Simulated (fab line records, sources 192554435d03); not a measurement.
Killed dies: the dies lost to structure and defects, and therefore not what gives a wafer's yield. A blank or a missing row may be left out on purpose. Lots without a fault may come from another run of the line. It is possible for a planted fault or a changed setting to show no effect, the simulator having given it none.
fab line records    flow n5Finfet
[record] lots = 4  wafers = 12  lastDay = 17
route steps=1938 shown BEOL_M0@742 BEOL_M1@751 BEOL_M4@1111 PASSIVATION@1936
lots with no fault: from the same line, run without faults
startH: hours from the record's first day to the start of the lot's first wafer shown    waitH: hours from the lot's prior step to this one    " the same as in the row above    L1.1+2: a single row standing in for several wafers    - value missing, or start not given    * or withheld: withheld    < > ~ a bound
route shown NAME@n: a module of which the file shows steps, and the number in the route of the first    usual: average and standard deviation across the fault-free wafers    same: alike in all rows    chamber/n: place in a boat    sites: each site's reading    _std_site: how widely they spread, as a standard deviation    _edge_site: mean of outer sites minus mean of inner sites    radiusMm: for every site, how far away it sits from the centre of the wafer    mask NAME#n: copy n    behind: tool/chamber where the wafer was last shaped    hold: reason for holding the lot/hours on hold/outcome of the hold    device: the n, p or np transistor that did not switch    end of line: the route-end tests of the same wafers    a step without rows: its recipe alone    killed: not the wafer's yield, but the dies lost to structure and defects at the first sort    map: a wafer's dies, marking killed ones x, the rest . and places with no die _
set.NAME: the setting that was run; set.NAME@STEP: the one run at that earlier step    model.NAME: the simulator's own value behind a step, which no gauge read
lots at some steps of the route; a table a step, a row a wafer
services: a tool's chamber out of use, with start hour (startH, from the record's first day; less than 0 if before it), hours out, and reason
[[steps]]
[step N5_BEOL_M0_ANNEAL_119]
[recipe] tempC = 225  timeS = 90  ambient = N2
[step N5_BEOL_M0_CMP_120]
[recipe] stopOn = SiOC  tOverpolishS = 6.9  downForcePsi = 1  platenRpm = 50  clearingPlatenDownForcePsi = 1.5  clearingPlatenRpm = 50  postCmpClean = cuAlkaline  clearingPlatenPadVelocityMS = 0.99484  padVelocityMS = 0.99484
[step N5_BEOL_M0_PRE_CLEAN_131]
[recipe] gas = NH3/H2  timeS = 15  tempC = *  rfPowerW = 300
[step N5_BEOL_M0_CO_CAP_123]
[recipe] material = Co  targetThkA = 20  tempC = 200  precursor = CCTBA/H2  pressureTorr = 30  timeS = 102.1
[step N5_BEOL_M0_PRE_CLEAN_124]
[recipe] gas = NH3  timeS = 15  tempC = withheld  rfPowerW = 300
[step N5_BEOL_M0_DEP_125]
[recipe] material = SiCN  targetThkA = 80  tempC = withheld  precursor = 3MS/NH3  pressureTorr = 3  rfW = 202  timeS = 14
[step N5_BEOL_M1_ILD_DEP_00]
[recipe] material = SiOC  targetThkA = 790  tempC = 350  precursor = DEMS/O2  pressureTorr = 5  rfW = 500  timeS = 15.3
[step N5_BEOL_M1_PECVD_72]
[recipe] material = SiO2  targetThkA = 160  tempC = 400  precursor = TEOS/O2  pressureTorr = 5.5  rfW = 450  teosFlowSccm = 53.8  gas = O2  flowSccm = 3000  timeS = 18
[step N5_BEOL_M1_HM_DEP_02]
[recipe] material = TiN  targetThkA = 200  tempC = 25  chamberPressurePa = 0.49996
[usual] susceptorTempC = 25.00/0.11  throttleValvePct = 29.8/1.1
lot.wafer  tool           chamber  startH  waitH  susceptorTempC  throttleValvePct  model.TiN_of_BEOL_M1_HM_DEP_02.thkNm
L329.4     pvdSputter-01  -        181.32  1.6    24.98           30.3              19.8
L329.5     "              -        "       "      24.91           27.5              30.2
L329.6     "              -        "       "      24.99           29.8              20.2
L331.3     pvdSputter-01  -        196.05  0.2    25.06           30.0              20
L331.5     "              -        "       "      24.99           29.8              30.4
L331.6     "              -        "       "      25.04           27.4              20.2
L341.2     pvdSputter-02  -        258.15  1.0    24.93           30.2              20
L341.3     "              -        "       "      24.94           29.7              20
L341.6     "              -        "       "      24.85           29.9              20.2
L342.1     pvdSputter-01  -        263.80  0.5    25.01           30.0              20.2
L342.5     "              -        "       "      25.10           27.9              20
L342.6     "              -        "       "      24.88           30.1              20
[step N5_BEOL_M1_COAT_61]
[recipe] resist = SOC  tempC = 250  timeS = 60  spinRpm = 1500  resistThkNm = 60
[step N5_BEOL_M1_COAT_62]
[recipe] resist = SiARC  tempC = 220  timeS = 60  spinRpm = 1500  resistThkNm = 12
[step N5_BEOL_M1_COAT_73]
[recipe] resist = underlayer  tempC = 205  timeS = 60  spinRpm = 1500  resistThkNm = 5
[step N5_BEOL_M1_COAT_05]
[recipe] resist = CAR-EUV  spinRpm = 1500  resistThkNm = 30
[step N5_BEOL_M1_EBR_07]
[recipe] solvent = PGMEA  ebrWidthMm = 1.5
[step N5_BEOL_M1_SOFTBAKE_06]
[recipe] tempC = 110  timeS = 60  resist = CAR-EUV
[step N5_BEOL_M1_EXPOSE_08]
[recipe] maskId = M1  na = 0.33  sourceShape = dipole  sigmaInner = 0.369  sigmaOuter = 0.767  polarization = unpolarized  doseMj = 33
[step N5_BEOL_M1_PEB_09]
[recipe] pebTempC = 100  pebTimeS = 60  resist = CAR-EUV
[step N5_BEOL_M1_DEVELOP_10]
[recipe] developTimeS = 30  developer = TMAH  resist = CAR-EUV  rinseLiquid = surfactantRinse  dry = airSpin  devTempC = 23
[step N5_BEOL_M1_DESCUM_16]
[recipe] chemistry = O2  timeS = 7  sourcePowerW = 50  biasPowerW = 20  pressureMtorr = 20  rfFrequencyHz = 2.712e+07  tempC = 40  resist = CAR-EUV  o2FlowSccm = 225
[step N5_BEOL_M1_ETCH_74]
[recipe] chemistry = N2/H2  target = underlayer  targetDepthA = 65  maskMaterial = CAR-EUV  timeS = 5.2  ionEnergyEv = 200  pressureMtorr = 30  sourceW = 840  biasW = 150  n2FlowSccm = 200  h2FlowSccm = 200  ends = cleared
[step N5_BEOL_M1_ETCH_63]
[recipe] chemistry = CF4  target = SiARC  targetDepthA = 156  maskMaterial = CAR-EUV  timeS = 26  ionEnergyEv = 80  pressureMtorr = 40  sourceW = 545  biasW = 36  Ar_flow_sccm = 100  cf4FlowSccm = 100  ends = cleared
[step N5_BEOL_M1_ETCH_64]
[recipe] chemistry = N2/H2  target = SOC  targetDepthA = 750  overetchA = 150  maskMaterial = SiARC  tempC = 40  timeS = 112.5  ionEnergyEv = 200  pressureMtorr = 30  sourceW = 840  biasW = 150  n2FlowSccm = 200  h2FlowSccm = 200
[step N5_BEOL_M1_STRIP_65]
[recipe] chemistry = N2/H2  tempC = 40  n2FlowSccm = 200  h2FlowSccm = 200  rfFrequencyHz = 6e+07
[step N5_BEOL_M1_STRIP_75]
[recipe] chemistry = N2/H2  tempC = 40  n2FlowSccm = 200  h2FlowSccm = 200  rfFrequencyHz = 6e+07
[step N5_BEOL_M1_STRIP_66]
[recipe] chemistry = CF4  resist = SiARC  powerW = 300  biasPowerW = 75  pressureMtorr = 50  cf4FlowSccm = 150  rfFrequencyHz = 6e+07
[step N5_BEOL_M1_HM_OPEN_17]
[recipe] chemistry = Cl2/BCl3  targetDepthA = 200  overetchA = 60  target = TiN  maskMaterial = SOC  ionEnergyEv = 150  pressureMtorr = 10  icpW = 1000  biasW = 126  Cl2_flow_sccm = 53.25  bcl3FlowSccm = 21.75  Ar_flow_sccm = 25
[usual] drypumpMotorCurrentA = 6.0/0.53  oes_ar_750_au = 0.74/0.098  oesProductAu = 0.63/0.076  throttleValvePct = 22.1/0.32
lot.wafer  tool         chamber  startH  waitH  drypumpMotorCurrentA  oes_ar_750_au  oesProductAu  rfHoursCounterH  throttleValvePct  model.etch.depthNm
L329.4     rieMetal-03  1        182.24  0.1    6.1                   0.78           0.66          -                22.1              19.81
L329.5     "            1        "       "      6.1                   0.78           0.79          -                21.9              27.02
L329.6     "            0        "       "      6.2                   0.66           0.58          -                22.0              20.12
L331.3     rieMetal-01  0        196.84  0.1    5.4                   0.86           0.75          -                21.6              20.05
L331.5     "            1        "       "      6.3                   0.61           0.62          -                22.6              25.17
L331.6     "            0        "       "      5.4                   0.86           0.75          -                21.6              20.1
L341.2     rieMetal-02  1        259.06  0.0    6.6                   0.83           0.70          26               22.0              20.08
L341.3     "            1        "       "      6.6                   0.83           0.69          -                22.0              20.07
L341.6     "            0        "       "      5.1                   0.65           0.56          -                22.2              20.11
L342.1     rieMetal-02  0        264.57  0.0    5.1                   0.65           0.56          98               22.2              20.13
L342.5     "            1        "       "      6.6                   0.83           0.70          -                22.0              19.96
L342.6     "            0        "       "      5.1                   0.65           0.56          -                22.2              20.06
[step N5_BEOL_M1_STRIP_19]
[recipe] chemistry = O2  powerW = 400  tempC = 40  pressureMtorr = 30  rfFrequencyHz = 6e+07  biasPowerW = 0  overashFraction = 0.2  o2FlowSccm = 225
[step N5_BEOL_M1_COAT_67]
[recipe] resist = SOC  tempC = 250  timeS = 60  spinRpm = 1500  resistThkNm = 60
[step N5_BEOL_M1_COAT_68]
[recipe] resist = SiARC  tempC = 220  timeS = 60  spinRpm = 1500  resistThkNm = 12
[step N5_BEOL_M1_COAT_76]
[recipe] resist = underlayer  tempC = 205  timeS = 60  spinRpm = 1500  resistThkNm = 5
[step N5_BEOL_M1_COAT_22]
[recipe] resist = CAR-EUV  spinRpm = 1500  resistThkNm = 30
[step N5_BEOL_M1_EBR_24]
[recipe] solvent = PGMEA  ebrWidthMm = 1.5
[step N5_BEOL_M1_SOFTBAKE_23]
[recipe] tempC = 110  timeS = 60  resist = CAR-EUV
[step N5_BEOL_M1_EXPOSE_25]
[recipe] maskId = V0  na = 0.33  sourceShape = quasar  sigmaInner = 0.2  sigmaOuter = 0.8  polarization = unpolarized  defocusNm = 5  targetCdNm = 24  doseMj = 63
[step N5_BEOL_M1_ETCHBACK_99]
[recipe] chemistry = CHF3  target = SiO2  targetDepthA = 50  timeS = 10.4  sourceW = 215  biasW = 47  Ar_flow_sccm = 200  CHF3_flow_sccm = 12  ionEnergyEv = 100  pressureMtorr = 30
[usual] drypumpMotorCurrentA = 5.8/0.44  oes_ar_750_au = 0.79/0.08  oesProductAu = 0.79/0.087  rfVppV = 241/3.8  showerheadPlenumPTorr = 2.14/0.051  throttleValvePct = 17.11/0.27
lot.wafer  tool        chamber  startH  waitH  drypumpMotorCurrentA  oes_ar_750_au  oesProductAu  rfHoursCounterH  rfVppV  showerheadPlenumPTorr  throttleValvePct
L329.4     rieDiel-01  0        196.30  12.0   6.3                   0.96           0.97          8                241     2.10                   16.61
L329.5     "           1        "       "      5.4                   0.74           0.40          -                233     2.07                   16.99
L329.6     "           0        "       "      6.3                   0.94           0.95          -                239     2.10                   16.61
L331.3     rieDiel-02  0        205.49  7.4    5.0                   0.86           0.85          53               242     2.09                   16.95
L331.5     "           0        "       "      5.0                   0.85           0.33          -                243     2.09                   16.94
L331.6     "           1        "       "      5.8                   0.68           0.69          -                239     2.11                   17.59
L341.2     rieDiel-01  1        263.65  3.7    5.5                   0.73           0.73          197              234     2.06                   17.06
L341.3     "           2        "       "      5.9                   0.76           0.75          186              242     2.14                   17.17
L341.6     "           1        "       "      5.5                   0.73           0.73          -                233     2.06                   17.05
L342.1     rieDiel-01  0        271.86  6.2    6.3                   0.90           0.91          34               240     2.10                   16.63
L342.5     "           0        "       "      6.3                   0.89           0.91          -                241     2.10                   16.66
L342.6     "           1        "       "      5.4                   0.73           0.72          -                233     2.06                   17.06
[step N5_BEOL_M1_TRENCH_ETCH_37]
[recipe] chemistry = C4F6/O2  targetDepthA = 552.07  target = SiOC  timeS = 29  ionEnergyEv = 250  pressureMtorr = 30  sourceW = 355  biasW = 185  Ar_flow_sccm = 300  C4F6_flow_sccm = 10  O2_flow_sccm = 10
[usual] drypumpMotorCurrentA = 5.8/0.44  oes_ar_750_au = 0.79/0.08  oesProductAu = 0.79/0.086  rfVppV = 667/10  showerheadPlenumPTorr = 2.83/0.065  throttleValvePct = 20.90/0.28
lot.wafer  tool        chamber  startH  waitH  drypumpMotorCurrentA  oes_ar_750_au  oesProductAu  rfHoursCounterH  rfVppV  showerheadPlenumPTorr  throttleValvePct  model.TiN_of_BEOL_M1_HM_DEP_02.thkNm
L329.4     rieDiel-01  0        -       -      6.4                   0.95           0.96          8                665     2.79                   20.42             17.4
L329.5     "           1        "       "      5.5                   0.75           0.74          -                646     2.74                   20.77             28
L329.6     "           0        "       "      6.4                   0.95           0.96          -                665     2.79                   20.43             17.8
L331.3     rieDiel-02  0        -       -      5.0                   0.85           0.86          54               671     2.77                   20.77             17.6
L331.5     "           0        "       "      5.0                   0.86           0.86          -                672     2.77                   20.76             28.2
L331.6     "           1        "       "      5.8                   0.68           0.69          -                667     2.79                   21.35             17.8
L341.2     rieDiel-01  1        -       -      5.4                   0.73           0.72          197              647     2.73                   20.81             17.8
L341.3     "           2        "       "      5.9                   0.76           0.75          186              668     2.83                   20.90             17.8
L341.6     "           1        "       "      5.4                   0.73           0.72          -                646     2.73                   20.82             17.8
L342.1     rieDiel-01  0        -       -      6.4                   0.89           0.91          34               664     2.78                   20.46             17.8
L342.5     "           0        "       "      6.4                   0.89           0.91          -                665     2.78                   20.46             17.6
L342.6     "           1        "       "      5.4                   0.73           0.73          -                645     2.73                   20.82             17.8
[step N5_BEOL_M1_OCD_MEAS_38]
[usual] trenchDepthNm = 55.3/1.1
lot.wafer  tool    chamber  startH  waitH  trenchDepthNm
L329.4     ocd-02  -        196.70  -      55.5
L329.5     "       -        "       "      13.9
L329.6     "       -        "       "      56.6
L331.3     ocd-01  -        205.88  -      57.0
L331.5     "       -        "       "      0.4
L331.6     "       -        "       "      54.2
L341.2     ocd-02  -        264.04  -      54.2
L341.3     "       -        "       "      54.6
L341.6     "       -        "       "      54.4
L342.1     ocd-02  -        272.25  -      57.3
L342.5     "       -        "       "      56.8
L342.6     "       -        "       "      54.9
[step N5_BEOL_M1_THK_MEAS_53]
[recipe] thkMeasGauge = xrf  reads = Cu_of_BEOL_M1_ECD_50
[usual] M1_THK = 41.1/1.9
lot.wafer  tool          chamber  startH  waitH  M1_THK[nm]
L329.4     filmMetro-02  -        201.51  -      42.1
L329.5     "             -        "       "      -
L329.6     "             -        "       "      43.1
L331.3     filmMetro-01  -        209.99  -      41.4
L331.5     "             -        "       "      -
L331.6     "             -        "       "      42.7
L341.2     filmMetro-02  -        269.99  -      38.0
L341.3     "             -        "       "      41.0
L341.6     "             -        "       "      41.0
L342.1     filmMetro-01  -        276.74  -      40.5
L342.5     "             -        "       "      43.5
L342.6     "             -        "       "      37.9
[step N5_BEOL_M4_RC_MEAS_101]
[usual] DIBL_N = 35.3/1.5  DIBL_P = 35.3/1.9  IOFF_N = 0.145/0.027  IOFF_P = 0.20/0.033  ION_N = 670/12  ION_P = 462/6.8  SS_N = 71.3/0.6  SS_P = 73.1/0.7  VT_N = 251/3.4  VT_P = -251/3.2
lot.wafer  tool       chamber  startH  waitH  DIBL_N[mV/V]  DIBL_P[mV/V]  IOFF_N[nA/um]  IOFF_P[nA/um]  ION_N[uA/um]  ION_P[uA/um]  SS_N[mV/dec]  SS_P[mV/dec]  VT_N[mV]  VT_P[mV]
L329.4     prober-02  0        241.56  0.5    32.5          33.7          0.116          0.19           659           465           70.3          72.5          253       -248
L329.6     "          0        "       "      34.4          33.9          0.126          0.18           656           453           71.3          72.2          256       -253
L331.3     prober-02  0        253.89  0.3    36.6          37.9          0.172          0.23           681           468           71.2          73.4          246       -249
L331.6     "          0        "       "      37.6          39.0          0.208          0.26           694           466           71.4          73.8          244       -245
L341.2     prober-02  0        307.40  0.2    37.0          36.3          0.146          0.22           663           460           71.1          73.0          252       -250
L341.3     "          0        "       "      37.2          35.3          0.148          0.19           651           447           72.2          73.0          252       -253
L341.6     "          0        "       "      35.5          34.1          0.121          0.17           664           454           70.7          72.6          254       -250
L342.1     prober-01  0        310.90  0.0    36.0          36.0          0.154          0.20           681           461           71.8          72.8          250       -250
L342.5     "          0        "       "      33.1          32.6          0.111          0.16           655           454           70.7          72.1          255       -253
L342.6     "          0        "       "      35.5          35.3          0.146          0.21           669           463           70.7          72.9          248       -247
[step N5_PASSIVATION_PROBE_49]
[usual] defectLimitedYield = 91.2/1.5  killed_at_M0_to_M3 = 34/11  killed_at_M4_up = 14/5.4  killedAtContacts = 12/5.9  killedAtFrontEnd = 40/12  killedAtOther = 4/3.3  killedDies = 103/18  killedOnRim = 14/4.1  killedOpen = 68/13  killedShort = 34/7.5  sort_bin_5_function = 5.1/1  sort_bin_6_memory = 3.3/0.7  sort_bin_8_speed = 0.03/0.27  sortNPass = 1076/18  sortYieldPct = 91.2/1.5
[same] grossDies = 1180  killedAtBackSide = 0  sort_bin_4_leakage[%] = 0
lot.wafer  tool       chamber  startH  waitH  defectLimitedYield[%]  killed_at_M0_to_M3  killed_at_M4_up  killedAtContacts  killedAtFrontEnd  killedAtOther  killedDies  killedOnRim  killedOpen  killedShort  sort_bin_5_function[%]  sort_bin_6_memory[%]  sort_bin_8_speed[%]  sortNPass  sortYieldPct[%]
L329.4     prober-02  -        347.95  0.2    91.1                   40                  14               10                37                4              105         14           67          36           5.8                     2.9                   0                    1075       91.1
L329.5     prober-02  -        348.00  0.2    28.0                   793                 10               11                26                10             850         142          54          40           68.1                    3.6                   0                    330        28.0
L329.6     prober-02  -        348.05  0.3    91.2                   47                  14               9                 26                8              104         15           66          38           4.8                     3.4                   0                    1076       91.2
L331.3     prober-01  -        359.58  0.1    91.5                   37                  14               6                 31                12             100         13           65          33           4.7                     3.3                   0                    1080       91.5
L331.5     prober-01  -        359.68  0.2    0.5                    1108                12               18                35                1              1174        152          64          37           95.8                    3.6                   0                    6          0.5
L331.6     prober-01  -        359.73  0.3    90.3                   43                  10               17                42                3              115         12           75          39           6.1                     3.3                   0                    1065       90.3
// killed by level:class
L329.4 FIN_SAQP:geometricParticle:short=12 STI_FIN_REVEAL:geometricParticle:open=10 MOL_CONTACT_COAG:geometricParticle:open=10 BEOL_M1:geometricParticle:open=9 BEOL_M3:geometricParticle:open=7 BEOL_M0_SAQP:geometricParticle:open=6 FIN_SAQP:geometricParticle:open=4 BEOL_M0_SAQP:geometricParticle:short=4
L329.5 BEOL_M1:areaOpen=755 BEOL_M0_SAQP:geometricParticle:short=10 FIN_SAQP:geometricParticle:short=9 BEOL_M0_SAQP:geometricParticle:open=9 MOL_CONTACT_COAG:geometricParticle:open=8 BEOL_M0:geometricParticle:short=5 BEOL_M3:geometricParticle:open=5 STI_FIN_REVEAL:geometricParticle:open=4
L329.6 BEOL_M0_SAQP:geometricParticle:open=16 BEOL_M0_SAQP:geometricParticle:short=10 BEOL_M1:geometricParticle:open=8 FIN_SAQP:geometricParticle:open=6 FIN_SAQP:geometricParticle:short=6 MOL_CONTACT_COAG:geometricParticle:open=6 MIM_TOP_ETCH:geometricParticle:short=5 DUMMY_GATE:geometricParticle:open=4
L331.3 BEOL_M3:geometricParticle:open=15 FIN_SAQP:geometricParticle:open=11 BEOL_M0_SAQP:geometricParticle:open=8 FIN_SAQP:geometricParticle:short=7 BEOL_M0_SAQP:geometricParticle:short=7 MOL_CONTACT_COAG:geometricParticle:open=6 BEOL_M4:geometricParticle:open=4 PASS1_CAP:geometricParticle:short=4
L331.5 BEOL_M1:areaOpen=1070 BEOL_M2:geometricParticle:open=15 MOL_CONTACT_COAG:geometricParticle:open=11 FIN_SAQP:geometricParticle:short=10 FIN_SAQP:geometricParticle:open=8 MOL_CONTACT_COAG:geometricParticle:short=7 BEOL_M1:geometricParticle:open=5 DUMMY_GATE:geometricParticle:open=4
L331.6 FIN_SAQP:geometricParticle:open=12 MOL_CONTACT_COAG:geometricParticle:open=12 BEOL_M0_SAQP:geometricParticle:open=10 BEOL_M2:geometricParticle:open=10 FIN_SAQP:geometricParticle:short=9 BEOL_M4:geometricParticle:open=8 BEOL_M0_SAQP:geometricParticle:short=7 BEOL_M3:geometricParticle:open=6
// map L329.5 (x killed, . not)
_________________xxxxxxxxxxxx________________
______________xx.xxxxxxxxxxxxxxx_____________
___________xxxxxxxxxxxxxxxxxxxxxxxx__________
__________xxx.xxxxxxxxxxxxxxxxxxxxxx_________
________xxxxxxx..xxxxxxxxxxxxxxxxx.xxx_______
_______xxxx.x..xxxxxxxxxxxxxxxx.x.x.x.x______
______xxxxxxxxx.xx.xxxxxxxxxxx.xxx.x.xx._____
_____xxxxxxx.xxxxxxxxxxxxxxxxxxxx.xxxxx.x____
____xxxxx.xxxx.xx.x.xx.xxxxxxxx.xxx..x..xx___
___xxxxxxxxxxxxx.xxxxxxxxx.x.x.x..x..xxxxxx__
___xxxxxxxxxx.x.xxxxxxxxxxxxx.x.x.x.x.xxxxx__
__xxxxxxxxxxxxxxxxxxxxxxxxx..........xx..xxx_
__xxxxxxxxxxx.xxxxxx.x.xx..x.....x..xx.xxxxx_
_xxxxxxxxxxxx.xxxx.x.xxxxxx.x....x.x...xxxxxx
_xxxxxxxxx..x.x.xxxxx..x.xx.xx..x..xxx..xxxxx
_xxxxxxxxxxxxxxx..x..xx.x.x....xxx...xxxxxxxx
_xxxxxxxxxxxxx..x.......xx.x......x.xxxxxxxxx
_xxxxxxxxxxx.x..x.....xxx...x...x...xxxxxxxxx
_xxxxxxxxxxxxx..x.xx...x.x......x....xxxxxxxx
_xxxxxxxx..x........x..x.....x.x...xx.x.xxxxx
_xxxxxxxx.x.xx..xx......xx.....x.....xxxxxxxx
__xxxxx.xx.x.xx..........xx.x........x...xxx_
__xxx..xxx.........x...x...x.x.......xx.xxxx_
___xxxxxx....x....xxxx.xxxxx......x....xxxx__
___xxxxxxxx....x....x.x.xxxxxxx.xxx.x.xx.xx__
____xxxxxxxx..x..x.xx..xx.xxxxx....xxxx.xx___
_____xxxxxxxxx.xxx.xxx.xxxxxxxx.x.x.xx.x.____
______xxxxxxxxxxx..x..xxxxxxxxxxxxxx.x.._____
_______xxxxxxxx.xxxxxx.xxxxxxxxxxxxxxxx______
________xxxxxxx.xxx..xxxxxxxxxxxxxxxxx_______
__________xxxxxxxxxxxx.xxxxxxxxxxxxx_________
___________xxxxxxx.xx..x.xxxxxxxxxx__________
______________xxxxxx.xxxxxxxxxxx_____________
_________________xxx.xx..xxxx________________
// map L331.5 (x killed, . not)
_________________xxxxxxxxxxxx________________
______________xxxxxxxxxxxxxxxxxx_____________
___________xxxxxxxxxxxxxxxxxxxxxxxx__________
__________xxxxxxxxxxxxxxxxxxxxxxxxxx_________
________xxxxxxxxxxxxxxxxxxxxxxxxxxxxxx_______
_______xxxxxxxxxxxxxxxxxxxxxxxxxxxxxxxx______
______xxxxxxxxxxxxxxxxxxxxxxxxxxxxxxxxxx_____
_____xxxxxxxxxxxxxxxxxxxxxxxxxxxxxxxxxxxx____
____xxxxxxxxxxxxxxxxxxxxxxxxxxxxxxxxxxxxxx___
___xxxxxxxxxxxxxxxxxxxxxxxxxxxxxxxxxxxxxxxx__
___xxxxxxxxxxxxxxxxxxxxxxxxxxxxxxxxxxxxxxxx__
__xxxxxxxxxxxxxxxxxxxxxxx.xxxxxxxxxxxxxxxxxx_
__xxxxxxxxxxxxxxxxxxxxxxxxxxxxxxxxxxxxxxxxxx_
_xxxxxxxxxxxxxxxxxxxxxxxxxxxxxxxxxxxxxxxxxxxx
_xxxxxxxxxxxxxxxxxxxxxxxxxxxxxxxxxxxxxxxxxxxx
_xxxxxxxxxxxxxxxxxxxx..xxxxxxxxxxxxxxxxxxxxxx
_xxxxxxxxxxxxxxxxxxxxxxxxxxxxxxxxxxxxxxxxxxxx
_xxxxxxxxxxxxxxxxxxx.xxxxxxxxxxxxxxxxxxxxxxxx
_xxxxxxxxxxxxxxxxxxxxxxxxxxxxxxxxxxxxxx.xxxxx
_xxxxxxxxxxxxxxxxxxxxxxxxxxxxxx.xxxxxxxxxxxxx
_xxxxxxxxxxxxxxxxxxxxxxxxxxxxxxxxxxxxxxxxxxxx
__xxxxxxxxxxxxxxxxxxxxxxxxxxxxxxxxxxxxxxxxxx_
__xxxxxxxxxxxxxxxxxxxxxxxxxxxxxxxxxxxxxxxxxx_
___xxxxxxxxxxxxxxxxxxxxxxxxxxxxxxxxxxxxxxxx__
___xxxxxxxxxxxxxxxxxxxxxxxxxxxxxxxxxxxxxxxx__
____xxxxxxxxxxxxxxxxxxxxxxxxxxxxxxxxxxxxxx___
_____xxxxxxxxxxxxxxxxxxxxxxxxxxxxxxxxxxxx____
______xxxxxxxxxxxxxxxxxxxxxxxxxxxxxxxxxx_____
_______xxxxxxxxxxxxxxxxxxxxxxxxxxxxxxxx______
________xxxxxxxxxxxxxxxxxxxxxxxxxxxxxx_______
__________xxxxxxxxxxxxxxxxxxxxxxxxxx_________
___________xxxxxxxxxxxxxxxxxxxxxxxx__________
______________xxxxxxxxxxxxxxxxxx_____________
_________________xxxxxxxxxxxx________________
[[services]]
tool         chamber  startH  hours  kind
rieMetal-03  -        165.82  2.8    pm
rieDiel-02   1        208.27  -      clean
rieDiel-02   1        208.27  -      consumableReplace:focusRing
rieDiel-02   1        208.27  17.2   scheduledDown
rieDiel-02   1        208.27  17.2   ventCycle
rieDiel-02   0        242.88  8.6    repair
rieMetal-01  1        253.93  -      clean
rieMetal-01  1        253.93  25.0   scheduledDown
rieMetal-01  1        253.93  25.0   ventCycle
rieMetal-03  -        262.60  0.2    repair
[[key]]
[firstSign] step = N5_BEOL_M1_ETCHBACK_99  reading = oesProductAu  direction = down  sigmas = 4.9  usual = 0.79  struck = 0.36
[effect] step = N5_BEOL_M1_OCD_MEAS_38  reading = trenchDepthNm  direction = down  sigmas = 44  usual = 55.3  struck = 7.2
[effect] step = N5_BEOL_M1_THK_MEAS_53  reading = M1_THK  direction = missing
[effect] step = N5_PASSIVATION_PROBE_49  reading = killed_at_M0_to_M3  direction = up  sigmas = 82  usual = 34  struck = 950
[modelEffect] step = N5_BEOL_M1_HM_DEP_02  value = TiN_of_BEOL_M1_HM_DEP_02.thkNm  without = 20.3  struck = 30.3
[modelEffect] step = N5_BEOL_M1_HM_OPEN_17  value = etch.depthNm  without = 20.26  struck = 26.1
[modelEffect] step = N5_BEOL_M1_TRENCH_ETCH_37  value = TiN_of_BEOL_M1_HM_DEP_02.thkNm  without = 17.9  struck = 28.1
[moreKillsBornAt] N5_BEOL_M1_HM_OPEN_17@rieMetal-01 = 1070  N5_BEOL_M1_HM_OPEN_17@rieMetal-03 = 755
metAt N5_BEOL_M1_HM_DEP_02
struckWafers L329.5,L331.5
laterRowsLeftOut L329.5,L331.5
[fault] kind = processParameterDrift  tool = pvdSputter-01  chamber = -  onsetH = 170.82  steps = N5_BEOL_M1_HM_DEP_02  channel = targetThkA  offset = *  shape = step  endH = 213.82  scope = struckWafersOnly  actsIn = *  stated = *
// laterRowsLeftOut: the simulator's readings of these wafers behind a module that went badly wrong aren't trusted and aren't shown, but for the sort
